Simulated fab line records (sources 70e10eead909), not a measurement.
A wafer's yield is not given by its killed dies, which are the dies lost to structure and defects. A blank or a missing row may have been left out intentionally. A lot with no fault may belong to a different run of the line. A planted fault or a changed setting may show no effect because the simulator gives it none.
The tool behind it: which one?	flow nand-harc	Sampling: 12 lots, 36 wafers, 6 of 1159 route steps

## WHAT THE GAUGES READ, wafer by wafer
NHARC_P_GATE_CD_MEAS_91 targets a cd of 2000 nm.
lot	measured	on	cd-nm (nm)
L829	day 5 08:38	cd-sem-02	1999.7 1998.7 1999.1
L830	day 5 09:22	cd-sem-01	2000.1 2001.1 2000.2
L832	day 6 01:18	cd-sem-01	2000.6 1998.9 2002.7
L835	day 6 13:10	cd-sem-02	2001.2 2000.5 2002.4
L834	day 6 13:31	cd-sem-02	1997.9 1999.2 1997.7
L836	day 7 05:59	cd-sem-01	2001.3 1999.7 2001.1
L837	day 7 13:41	cd-sem-03	1999.5 1999.2 2002.5
L841	day 8 16:05	cd-sem-02	- - -
L849	day 10 10:41	cd-sem-03	2000.1 2000.7 1998.5
L850	day 10 16:25	cd-sem-01	1997.7 1996.4 1997.5
L851	day 10 16:56	cd-sem-03	2002.3 2002.3 2001.3
L852	day 11 02:52	cd-sem-03	1998.2 1998.4 1996.5

NHARC_END_SORT_01.
lot	measured	on	killed-at-array	killed-at-other	killed-at-periphery	killed-dies	killed-open	killed-short
L841	day 22 10:04	prober-02	22 21 20	1 0 0	654 656 657	677 677 677	3 2 3	4 0 2

## TOOL THAT RAN EACH LOT (tool first, then ch and the chambers of the sampled wafers, then the start)
lot	NHARC_P_GATE_ETCHBACK_37	NHARC_P_GATE_DESCUM_48	NHARC_P_GATE_STRIP_76	NHARC_P_GATE_EXPOSE_88
L829	rie-diel-09 ch 2,3, day 5 05:08 or earlier	rie-diel-02 ch 0,2, day 5 05:08	plasma-asher-02 ch 0,1, day 5 07:50	krf-scanner-04 ch 0, day 5 08:29
L830	rie-diel-09 ch 0,2,3, day 5 05:28 or earlier	rie-diel-02 ch 0,2,3, day 5 05:28	plasma-asher-02 ch 0,1, day 5 08:28	krf-scanner-01 ch 0, day 5 09:13
L832	rie-diel-02 ch 0,1,2, day 5 22:15 or earlier	rie-diel-09 ch 1,2,3, day 5 22:15	plasma-asher-02 ch 0,1, day 6 00:30	krf-scanner-04 ch 0, day 6 01:08
L835	rie-diel-09 ch 1,3, day 6 09:50 or earlier	rie-diel-09 ch 0,3, day 6 09:50	plasma-asher-02 ch 0,1, day 6 12:13	krf-scanner-01 ch 0, day 6 13:00
L834	rie-diel-07 ch 1,2, day 6 10:10 or earlier	rie-diel-09 ch 0,1, day 6 10:10	plasma-asher-01 ch 0,1, day 6 12:37	krf-scanner-04 ch 0, day 6 13:22
L836	rie-diel-07 ch 1,2, day 7 02:46 or earlier	rie-diel-09 ch 1,3, day 7 02:46	plasma-asher-02 ch 0,1, day 7 05:12	krf-scanner-04 ch 0, day 7 05:49
L837	rie-diel-09 ch 0,1,3, day 7 10:21 or earlier	rie-diel-07 ch 2,3, day 7 10:21	plasma-asher-01 ch 0,1, day 7 12:47	krf-scanner-01 ch 0, day 7 13:32
L841	rie-diel-07 ch 0,2,3, day 8 12:42 or earlier	rie-diel-02 ch 0,3, day 8 12:42	plasma-asher-01 ch 0,1, day 8 15:09	krf-scanner-02 ch 0, day 8 15:55
L849	rie-diel-07 ch 0,2,3, day 10 07:23 or earlier	rie-diel-09 ch 0,1, day 10 07:23	plasma-asher-01 ch 0,1, day 10 09:52	krf-scanner-04 ch 0, day 10 10:31
L850	rie-diel-09 ch 0,1,2, day 10 13:13 or earlier	rie-diel-02 ch 1,2,3, day 10 13:13	plasma-asher-01 ch 0,1, day 10 15:35	krf-scanner-04 ch 0, day 10 16:15
L851	rie-diel-09 ch 0,1, day 10 13:36 or earlier	rie-diel-09 ch 2,3, day 10 13:36	plasma-asher-02 ch 0,1, day 10 16:00	krf-scanner-01 ch 0, day 10 16:46
L852	rie-diel-09 ch 1,3, day 10 23:37 or earlier	rie-diel-02 ch 0,1,3, day 10 23:37	plasma-asher-01 ch 0,1, day 11 02:05	krf-scanner-01 ch 0, day 11 02:43
- NHARC_P_GATE_ETCHBACK_37: etches the open film in CHF3/O2, target depth 34.5 nm, time 17.2 s.
- NHARC_P_GATE_DESCUM_48: chemistry O2, time 3 s.
- NHARC_P_GATE_STRIP_76: strips in O2.
- NHARC_P_GATE_EXPOSE_88: exposes mask P HVN, target cd 2000 nm.

## AS READ BY THE TOOLS THEMSELVES (means over the sampled wafers that have a number; for cases with no such wafer, the mark the record gives instead)
NHARC_P_GATE_ETCHBACK_37.
lot	tool	drypump-motor-current-A (A)	oes-product-au (a.u.)	rf-vpp-V (V)	showerhead-plenum-p-Torr (Torr)	throttle-valve-pct (%)
L829	rie-diel-09	5.6	1.00	374.9	2.55	20.572
L830	rie-diel-09	5.5	0.94	372.1	2.48	20.570
L832	rie-diel-02	6.2	0.99	371.2	2.42	20.565
L835	rie-diel-09	5.5	0.92	372.6	2.51	20.568
L834	rie-diel-07	5.6	0.93	372.0	2.46	20.577
L836	rie-diel-07	5.8	1.01	372.9	2.52	20.577
L837	rie-diel-09	5.6	0.92	371.9	2.47	20.569
L841	rie-diel-07	5.9	0.92	374.1	2.54	20.576
L849	rie-diel-07	6.0	0.93	374.1	2.54	20.574
L850	rie-diel-09	5.9	1.01	372.5	2.49	20.570
L851	rie-diel-09	6.0	0.94	371.7	2.47	20.580
L852	rie-diel-09	5.5	0.92	373.0	2.51	20.570

NHARC_P_GATE_DESCUM_48.
lot	tool	drypump-motor-current-A (A)	oes-product-au (a.u.)	rf-vpp-V (V)	showerhead-plenum-p-Torr (Torr)	throttle-valve-pct (%)
L829	rie-diel-02	5.9	0.976	57.6	1.85	11.310
L830	rie-diel-02	5.9	0.989	57.3	1.85	11.313
L832	rie-diel-09	5.7	0.997	58.9	2.03	11.309
L835	rie-diel-09	5.2	0.987	57.4	1.96	11.305
L834	rie-diel-09	5.7	1.004	58.1	1.93	11.315
L836	rie-diel-09	5.5	0.998	58.2	2.01	11.307
L837	rie-diel-07	5.6	0.993	58.5	2.03	11.309
L841	rie-diel-02	5.8	0.992	58.0	1.78	11.311
L849	rie-diel-09	5.7	1.002	57.9	1.92	11.305
L850	rie-diel-02	6.3	0.991	57.4	1.91	11.310
L851	rie-diel-09	5.4	0.998	58.5	2.01	11.304
L852	rie-diel-02	6.1	0.991	57.7	1.85	11.313

NHARC_P_GATE_STRIP_76.
lot	tool	drypump-motor-current-A (A)	heater-power-w (W)	temp-c (C)
L829	plasma-asher-02	6.2	305	249.97
L830	plasma-asher-02	6.2	306	250.01
L832	plasma-asher-02	6.2	309	250.22
L835	plasma-asher-02	6.0	292	250.07
L834	plasma-asher-01	5.9	297	250.03
L836	plasma-asher-02	6.2	309	249.99
L837	plasma-asher-01	5.6	301	249.96
L841	plasma-asher-01	5.8	298	250.20
L849	plasma-asher-01	5.8	296	249.98
L850	plasma-asher-01	5.9	296	250.11
L851	plasma-asher-02	6.0	301	249.98
L852	plasma-asher-01	5.9	297	250.12

## THE ANSWER, worked out from the rows above alone
Rule: the usual values come from the lots themselves. Put in order of their means at a reading, lots are off if they are a third of the lots or fewer, leave a main group of 4 or more, and stand apart from it by a gap of 3 or more times the standard deviation of the main group's means; of several such gaps the widest counts. A main group whose means are all the same, to the digits that the tables above print for the reading, isn't used. A lot without any number at a reading at which 4 lots or more have one is off too. All remaining lots with rows at the step are treated as sound. The gauges are gone through in route order, then the tools' own readings, and for those a lot's mean is taken as printed above. At the first step where some lot is off, the reading lying furthest off is the one used; lots without a number count as furthest.
Off: L841 (NHARC_P_GATE_CD_MEAS_91, cd-nm). Without a number there: L841. The main group has a mean of 1999.8 nm with a standard deviation of 1.5.
If a tool, at a process step before that reading, ran all the lots that are off and no sound lot after the first of them, it fits. The gauges at NHARC_P_GATE_CD_MEAS_91 are tried like those tools. NHARC_P_GATE_ETCHBACK_37 gives no start for some lots, so the hours and the order of its lots are those of NHARC_P_GATE_DESCUM_48. Can't be told from this: 2 tools fit, krf-scanner-02 at NHARC_P_GATE_EXPOSE_88, cd-sem-02 at NHARC_P_GATE_CD_MEAS_91.

## WHAT HAD BEEN PUT IN BY THE SIMULATOR
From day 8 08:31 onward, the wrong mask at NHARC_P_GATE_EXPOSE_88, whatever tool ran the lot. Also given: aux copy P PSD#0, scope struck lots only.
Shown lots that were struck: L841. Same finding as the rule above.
